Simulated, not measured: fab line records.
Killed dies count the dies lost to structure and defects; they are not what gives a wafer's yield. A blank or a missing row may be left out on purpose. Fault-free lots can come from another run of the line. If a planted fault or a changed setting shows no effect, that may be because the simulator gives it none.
Which of the tools did it? | flow nand_harc | 12 lots with 36 wafers sampled at 6 steps, on a route of 1302 steps

== WHAT THE GAUGES READ, wafer by wafer ==
NHARC_P_GATE_INSPECT_68. Usual: raw_defect_count 199, standard deviation 72.
lot  | measured     | on                | raw_defect_count | flag
L290 | day 6 05:36  | defect_inspect-02 | 199 148 137      |
L291 | day 6 18:37  | defect_inspect-02 | 265 200 193      |
L294 | day 7 23:52  | defect_inspect-01 | 104 139 246      |
L295 | day 8 04:41  | defect_inspect-01 | 95 108 132       |
L298 | day 9 06:11  | defect_inspect-01 | 204 194 237      |
L299 | day 9 18:27  | defect_inspect-02 | 210 177 200      |
L300 | day 10 06:55 | defect_inspect-02 | 157 215 216      |
L301 | day 10 20:28 | defect_inspect-01 | 302 428 293      |
L303 | day 11 22:28 | defect_inspect-01 | 586 549 566      | OFF
L302 | day 11 23:10 | defect_inspect-01 | 216 129 177      |
L304 | day 11 23:56 | defect_inspect-02 | 800 538 744      | OFF
L312 | day 15 09:32 | defect_inspect-02 | 134 147 122      |

NHARC_P_CONTACT_OVL_MEAS_13. Usual: overlay_x_nm -0.1 nm, standard deviation 0.89; overlay_y_nm 0.1 nm, standard deviation 0.61.
lot  | measured     | on         | overlay_x_nm (nm) | overlay_y_nm (nm) | flag
L290 | day 6 07:18  | overlay-01 | -0.5 -0.4 -0.2    | 0.6 0.3 1.0       |
L291 | day 6 20:19  | overlay-01 | -0.4 -0.8 -1.2    | -1.2 -0.4 -0.7    |
L294 | day 8 01:34  | overlay-01 | 0.2 0.4 0.1       | -0.8 -0.7 -0.9    |
L295 | day 8 06:23  | overlay-02 | -0.6 -0.6 -0.5    | 0.6 0.2 1.0       |
L298 | day 9 07:46  | overlay-01 | 2.1 1.0 1.3       | -0.2 -0.9 -0.8    |
L299 | day 9 20:02  | overlay-02 | -0.2 0.6 0.8      | 0.9 0.6 0.7       |
L300 | day 10 08:29 | overlay-01 | 0.7 0.0 0.8       | 0.5 -0.2 0.0      |
L301 | day 10 22:10 | overlay-01 | -1.4 -0.6 -0.8    | -0.2 -0.4 0.2     |
L303 | day 12 00:02 | overlay-01 | 1.2 1.1 0.7       | 0.8 1.1 1.1       |
L302 | day 12 00:46 | overlay-01 | -1.1 -0.6 -0.7    | -0.6 -0.4 -0.4    |
L304 | day 12 01:38 | overlay-01 | 0.0 0.1 -0.2      | -0.1 -0.1 -0.2    |
L312 | day 15 11:06 | overlay-01 | -0.9 -0.5 -0.7    | -0.1 -0.2 -0.7    |

NHARC_END_SORT_01. Usual: killed_at_array 54, standard deviation 20; killed_at_other 0.9, standard deviation 1.1; killed_at_periphery 3.8, standard deviation 2.4; killed_dies 58, standard deviation 20; killed_open 3.5, standard deviation 1.9; killed_short 2.5, standard deviation 1.6.
lot  | measured     | on        | killed_at_array | killed_at_other | killed_at_periphery | killed_dies | killed_open | killed_short | flag
L303 | day 30 02:45 | prober-01 | 59 69 91        | 0 2 3           | 87 86 52            | 146 157 146 | 3 2 4       | 1 2 2        | OFF
L304 | day 30 10:32 | prober-01 | 17 21 31        | 3 0 2           | 68 48 40            | 88 69 73    | 6 3 4       | 2 0 3        | OFF

== TOOL THAT RAN EACH LOT (tool first, then ch and the chambers of the sampled wafers, then the start) ==
lot  | NHARC_P_GATE_STRIP_75                | NHARC_P_GATE_DESCUM_61             | NHARC_P_GATE_ETCH_77
L290 | plasma_asher-01 ch 0,1, day 5 23:55  | rie_diel-12 ch 2,3, day 6 00:59    | wet_bench-04 ch 0,1,2, day 6 04:33
L291 | plasma_asher-02 ch 0,1, day 6 12:50  | rie_diel-03 ch 0,1,2, day 6 13:55  | wet_bench-01 ch 2,3,4, day 6 17:27
L294 | plasma_asher-01 ch 0,1, day 7 18:18  | rie_diel-03 ch 0,2,3, day 7 19:23  | wet_bench-02 ch 2,5,7, day 7 22:49
L295 | plasma_asher-02 ch 0,1, day 7 22:58  | rie_diel-12 ch 2,3, day 8 00:05    | wet_bench-04 ch 4,5,7, day 8 03:38
L298 | plasma_asher-01 ch 0,1, day 9 00:24  | rie_diel-12 ch 0,2,3, day 9 01:29  | wet_bench-02 ch 0,1,5, day 9 05:05
L299 | plasma_asher-02 ch 0, day 9 12:51    | rie_diel-03 ch 0,2,3, day 9 13:57  | wet_bench-02 ch 0,4,5, day 9 17:23
L300 | plasma_asher-01 ch 0,1, day 10 01:20 | rie_diel-07 ch 0,2,3, day 10 02:17 | wet_bench-02 ch 0,2,3, day 10 05:50
L301 | plasma_asher-01 ch 0,1, day 10 14:41 | rie_diel-07 ch 1,2,3, day 10 15:46 | wet_bench-02 ch 0,2,3, day 10 19:23
L303 | plasma_asher-01 ch 0, day 11 16:38   | rie_diel-03 ch 0,1,3, day 11 17:43 | wet_bench-02 ch 0,2,4, day 11 21:25
L302 | plasma_asher-01 ch 0,1, day 11 17:28 | rie_diel-07 ch 0,2,3, day 11 18:34 | wet_bench-04 ch 0,2,7, day 11 22:07
L304 | plasma_asher-01 ch 1, day 11 18:16   | rie_diel-07 ch 0,1, day 11 19:13   | wet_bench-02 ch 2,5,7, day 11 22:53
L312 | plasma_asher-02 ch 0, day 15 03:49   | rie_diel-12 ch 0,2,3, day 15 04:55 | wet_bench-01 ch 0,1,5, day 15 08:28
- NHARC_P_GATE_STRIP_75: strips in O2.
- NHARC_P_GATE_DESCUM_61: chemistry O2, time 3 s.
- NHARC_P_GATE_ETCH_77: etches SiO2 in dHF, target depth 6 nm.

== AS READ BY THE TOOLS THEMSELVES (means over the sampled wafers that have a number; for cases with no such wafer, the mark the record gives instead) ==
NHARC_P_GATE_STRIP_75. Usual: drypump_motor_current_A 5.6 A, standard deviation 0.67; heater_power_w 337 W, standard deviation 23; temp_c 249.98 C, standard deviation 0.17.
lot  | tool            | drypump_motor_current_A (A) | heater_power_w (W) | temp_c (C) | flag
L290 | plasma_asher-01 | 6.2                         | 336                | 250.11     |
L291 | plasma_asher-02 | 5.0                         | 343                | 249.73     |
L294 | plasma_asher-01 | 6.1                         | 334                | 249.94     |
L295 | plasma_asher-02 | 5.0                         | 362                | 250.04     |
L298 | plasma_asher-01 | 5.8                         | 329                | 250.10     |
L299 | plasma_asher-02 | 5.0                         | 325                | 249.94     |
L300 | plasma_asher-01 | 5.8                         | 331                | 250.03     |
L301 | plasma_asher-01 | 6.2                         | 330                | 249.75     |
L303 | plasma_asher-01 | 5.4                         | 323                | 250.06     |
L302 | plasma_asher-01 | 5.8                         | 326                | 249.97     |
L304 | plasma_asher-01 | 6.6                         | 331                | 249.78     |
L312 | plasma_asher-02 | 5.0                         | 310                | 250.16     |

NHARC_P_GATE_DESCUM_61. Usual: drypump_motor_current_A 6.0 A, standard deviation 0.48; oes_product_au 0.999 a.u., standard deviation 0.008; rf_vpp_V 57.9 V, standard deviation 0.96; showerhead_plenum_p_Torr 1.93 Torr, standard deviation 0.073; throttle_valve_pct 11.311 %, standard deviation 0.0078.
lot  | tool        | drypump_motor_current_A (A) | oes_product_au (a.u.) | rf_vpp_V (V) | showerhead_plenum_p_Torr (Torr) | throttle_valve_pct (%) | flag
L290 | rie_diel-12 | 6.1                         | 0.994                 | 58.1         | 1.95                            | 11.314                 |
L291 | rie_diel-03 | 6.1                         | 1.005                 | 57.0         | 1.88                            | 11.303                 |
L294 | rie_diel-03 | 5.9                         | 1.002                 | 57.5         | 1.84                            | 11.309                 |
L295 | rie_diel-12 | 6.3                         | 0.983                 | 58.0         | 1.99                            | 11.312                 |
L298 | rie_diel-12 | 5.7                         | 0.992                 | 58.0         | 1.95                            | 11.301                 |
L299 | rie_diel-03 | 5.9                         | 1.000                 | 56.9         | 1.84                            | 11.312                 |
L300 | rie_diel-07 | 6.0                         | 1.002                 | 57.3         | 1.97                            | 11.308                 |
L301 | rie_diel-07 | 6.0                         | 0.998                 | 58.6         | 1.98                            | 11.307                 |
L303 | rie_diel-03 | 6.2                         | 0.996                 | 57.1         | 1.87                            | 11.316                 |
L302 | rie_diel-07 | 6.0                         | 0.998                 | 57.8         | 1.97                            | 11.313                 |
L304 | rie_diel-07 | 6.4                         | 1.004                 | 58.7         | 2.02                            | 11.314                 |
L312 | rie_diel-12 | 5.7                         | 1.006                 | 58.3         | 1.94                            | 11.314                 |

== THE ANSWER, worked out from the rows above alone ==
Rule: a lot counts as off when the mean over its wafers that have a number is more than 3 standard deviations away from the usual mean. A lot without any number at a reading at which 4 lots or more have one is off too. The other lots that the step has rows for count as sound. Order of review: gauges by route order, followed by the tools' own readings, for which a lot's mean as printed above is used. The first step at which some lot is off is used, and at that step the reading that is off furthest; a lot without a number counts as furthest.
Off: L303, L304 (NHARC_P_GATE_INSPECT_68, raw_defect_count).
A tool fits if, at a process step before that reading, it ran every lot that is off, and no sound lot after the first of them. The gauges at NHARC_P_GATE_INSPECT_68 aren't tried: what is off there is off at NHARC_END_SORT_01 too, on other tools, and a gauge's error can't cause that. One fits: NHARC_P_GATE_ETCH_77 on wet_bench-02. Its last sound lot is L301 (day 10 19:23), its first lot that is off L303 (day 11 21:25): a fault that began between those two fits.

== WHAT THE SIMULATOR PUT IN ==
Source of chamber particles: wet_bench-02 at NHARC_P_GATE_ETCH_77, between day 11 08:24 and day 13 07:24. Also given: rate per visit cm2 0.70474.
Shown lots that were struck: L303, L304. The rule above found the same.
